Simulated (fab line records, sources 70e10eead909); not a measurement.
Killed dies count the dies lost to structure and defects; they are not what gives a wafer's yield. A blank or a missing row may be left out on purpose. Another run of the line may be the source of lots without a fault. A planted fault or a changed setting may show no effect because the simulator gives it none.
Chamber matching :: flow nand_harc :: NHARC_A_CONTACT_ETCH_92 on rie_diel-04 has 4 sister chambers
The step etches the open film in CH3F/O2, target depth 40 nm, time 85.7 s. 4 wafers are shown with their chamber, then 8 later ones without.

WAFERS, EACH WITH ITS CHAMBER
wafer: L269.1
chamber: 2
drypump_motor_current_A (A): 6.1

wafer: L270.4
chamber: 3
drypump_motor_current_A (A): 5.2

wafer: L270.5
chamber: 1
drypump_motor_current_A (A): 6.0

wafer: L271.3
chamber: 0
drypump_motor_current_A (A): 5.5

WAFERS MISSING THEIR CHAMBER
wafer: L271.4
drypump_motor_current_A (A): 5.1

wafer: L271.5
drypump_motor_current_A (A): 6.0

wafer: L273.1
drypump_motor_current_A (A): 6.1

wafer: L273.3
drypump_motor_current_A (A): 5.2

wafer: L273.5
drypump_motor_current_A (A): 5.2

wafer: L272.3
drypump_motor_current_A (A): 6.1

wafer: L272.4
drypump_motor_current_A (A): 5.2

wafer: L272.5
drypump_motor_current_A (A): 5.5

THE CHAMBER EACH PASSED THROUGH
wafer: L271.4
from the rows above: 3
in truth: 3

wafer: L271.5
from the rows above: 1
in truth: 1

wafer: L273.1
from the rows above: 2
in truth: 2

wafer: L273.3
from the rows above: 3
in truth: 3

wafer: L273.5
from the rows above: 3
in truth: 3

wafer: L272.3
from the rows above: 2
in truth: 2

wafer: L272.4
from the rows above: 3
in truth: 3

wafer: L272.5
from the rows above: 0
in truth: 0
Correctly placed: 8 of 8. Left unplaced by these rows: 0. Wrongly placed: 0.
How it was worked out, from the rows above alone: a wafer's distance from a chamber is the root of the sum, over the readings, of the square of ((its reading less the chamber's mean) divided by the reading's scatter). The wafer belongs to the nearest chamber; if the next one is less than 2 further off, it can't be placed. For every chamber, the mean is computed from those of its wafers that are shown. The scatter: root of mean squared gap, hidden wafer to nearest shown wafer, with one shown wafer a chamber.
